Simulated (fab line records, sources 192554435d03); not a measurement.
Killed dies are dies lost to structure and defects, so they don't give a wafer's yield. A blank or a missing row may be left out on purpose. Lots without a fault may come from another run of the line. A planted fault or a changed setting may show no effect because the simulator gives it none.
Which tool did it? | flow n5_finfet | 9 lots, 27 wafers sampled, at 3 steps of a route of 1938

WHAT THE GAUGES READ, wafer by wafer
N5_BEOL_M2_CD_MEAS_28: target cd 26.2 nm, target cd y 24.1 nm.
lot  | measured     | on        | cd_nm (nm)
L863 | day 6 16:23  | cd_sem-02 | 25.97 25.73 26.01
L864 | day 7 02:40  | cd_sem-01 | 26.26 26.49 26.02
L865 | day 7 03:09  | cd_sem-01 | 26.30 26.37 26.41
L870 | day 8 21:36  | cd_sem-02 | 25.71 26.05 26.06
L869 | day 8 22:07  | cd_sem-02 | 26.48 26.06 26.29
L872 | day 8 23:01  | cd_sem-01 | 26.59 26.41 26.44
L878 | day 10 08:23 | cd_sem-01 | 27.46 26.86 27.44
L880 | day 11 03:23 | cd_sem-03 | 26.32 26.09 25.91
L882 | day 11 22:11 | cd_sem-03 | 25.96 26.23 26.28

WHICH TOOL RAN EACH LOT (tool, then ch and the chambers of the sampled wafers, then the start)
lot  | N5_BEOL_M1_PRE_CLEAN_60         | N5_BEOL_M2_EXPOSE_25
L863 | cvd_co-01 ch 0,2, day 6 13:14   | euv_scanner-01 ch 0, day 6 16:14
L864 | cvd_co-01 ch 0,2, day 6 22:56   | euv_scanner-01 ch 0, day 7 02:31
L865 | cvd_co-02 ch 0,1,2, day 7 00:46 | euv_scanner-01 ch 0, day 7 03:01
L870 | cvd_co-02 ch 1,2, day 8 17:07   | euv_scanner-01 ch 0, day 8 21:27
L869 | cvd_co-01 ch 0,1,2, day 8 17:43 | euv_scanner-02 ch 0, day 8 21:59
L872 | cvd_co-02 ch 0,2, day 8 20:01   | euv_scanner-01 ch 0, day 8 22:52
L878 | cvd_co-01 ch 0,1, day 10 05:58  | euv_scanner-01 ch 0, day 10 08:16
L880 | cvd_co-02 ch 0,2, day 11 01:16  | euv_scanner-02 ch 0, day 11 03:15
L882 | cvd_co-02 ch 0,1, day 11 19:09  | euv_scanner-02 ch 0, day 11 22:03
- N5_BEOL_M1_PRE_CLEAN_60: time 15 s.
- N5_BEOL_M2_EXPOSE_25: exposes mask V1, defocus 5 nm.

THE ANSWER, worked out from the rows above alone
Rule: what is usual is taken from the lots themselves. Put in order of their means at a reading, lots are off if they are a third of the lots or fewer, leave a main group of 4 or more, and stand apart from it by a gap of 3 or more times the standard deviation of the main group's means; of several such gaps the widest counts. A main group whose means are all the same, to the digits that the tables above print for the reading, isn't used. A lot without any number at a reading at which 4 lots or more have one is off too. The other lots that the step has rows for count as sound.
Off: L878, at N5_BEOL_M2_CD_MEAS_28 (cd_nm). The main group: mean 26.18 nm, standard deviation 0.19.
A tool fits if, at a process step before that reading, it ran every lot that is off, and no sound lot after the first of them. The gauges at N5_BEOL_M2_CD_MEAS_28 are tried like those tools. Can't be told from this: 3 tools fit, cvd_co-01 at N5_BEOL_M1_PRE_CLEAN_60, euv_scanner-01 at N5_BEOL_M2_EXPOSE_25, cd_sem-01 at N5_BEOL_M2_CD_MEAS_28.

WHAT THE SIMULATOR HAD PUT IN
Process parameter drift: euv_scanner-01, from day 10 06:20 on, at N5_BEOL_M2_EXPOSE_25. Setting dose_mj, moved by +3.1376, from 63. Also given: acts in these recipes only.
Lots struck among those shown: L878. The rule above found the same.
